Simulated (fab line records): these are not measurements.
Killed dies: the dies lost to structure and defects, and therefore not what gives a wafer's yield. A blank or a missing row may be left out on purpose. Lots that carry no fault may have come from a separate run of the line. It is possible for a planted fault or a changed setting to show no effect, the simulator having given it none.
Matching of chambers / flow n5 finfet / N5_BEOL_M11_PECVD_70 on pecvd-02: 3 sister chambers
The step deposits SiO2 from TEOS/O2, target thk 20 nm, time 22.7 s. 3 wafers are shown with their chamber, then 8 later ones without.

## WAFERS PAIRED WITH THEIR CHAMBERS
wafer=L082.4; chamber=1; throttle valve pct (%)=23.9
wafer=L086.5; chamber=0; throttle valve pct (%)=21.2
wafer=L088.1; chamber=2; throttle valve pct (%)=24.0

## WAFERS WHOSE CHAMBER IS MISSING
wafer=L088.2; throttle valve pct (%)=21.3
wafer=L088.5; throttle valve pct (%)=23.8
wafer=L093.3; throttle valve pct (%)=24.2
wafer=L093.5; throttle valve pct (%)=23.8
wafer=L093.6; throttle valve pct (%)=24.0
wafer=L091.3; throttle valve pct (%)=23.9
wafer=L091.4; throttle valve pct (%)=21.2
wafer=L091.5; throttle valve pct (%)=24.1

## EACH ONE'S CHAMBER
wafer=L088.2; from the rows above=0; in truth=0
wafer=L088.5; from the rows above=can't be placed: 1 or 2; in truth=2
wafer=L093.3; from the rows above=can't be placed: 2 or 1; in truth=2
wafer=L093.5; from the rows above=can't be placed: 1 or 2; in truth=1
wafer=L093.6; from the rows above=can't be placed: 2 or 1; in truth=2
wafer=L091.3; from the rows above=can't be placed: 1 or 2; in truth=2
wafer=L091.4; from the rows above=0; in truth=0
wafer=L091.5; from the rows above=can't be placed: 2 or 1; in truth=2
2 of 8 placed correctly. From these rows, 6 cannot be placed; in 6 the true chamber is one of the candidates. Wrongly placed: 0.
How it was worked out, from the rows above alone: a wafer's distance from a chamber is the root of the sum, over the readings, of the square of ((its reading less the chamber's mean) divided by the reading's scatter). The wafer belongs to the nearest chamber; if the next one is less than 2 further off, it can't be placed. A chamber's mean is the mean of its shown wafers. The scatter: root of mean squared gap, hidden wafer to nearest shown wafer, with one shown wafer a chamber.
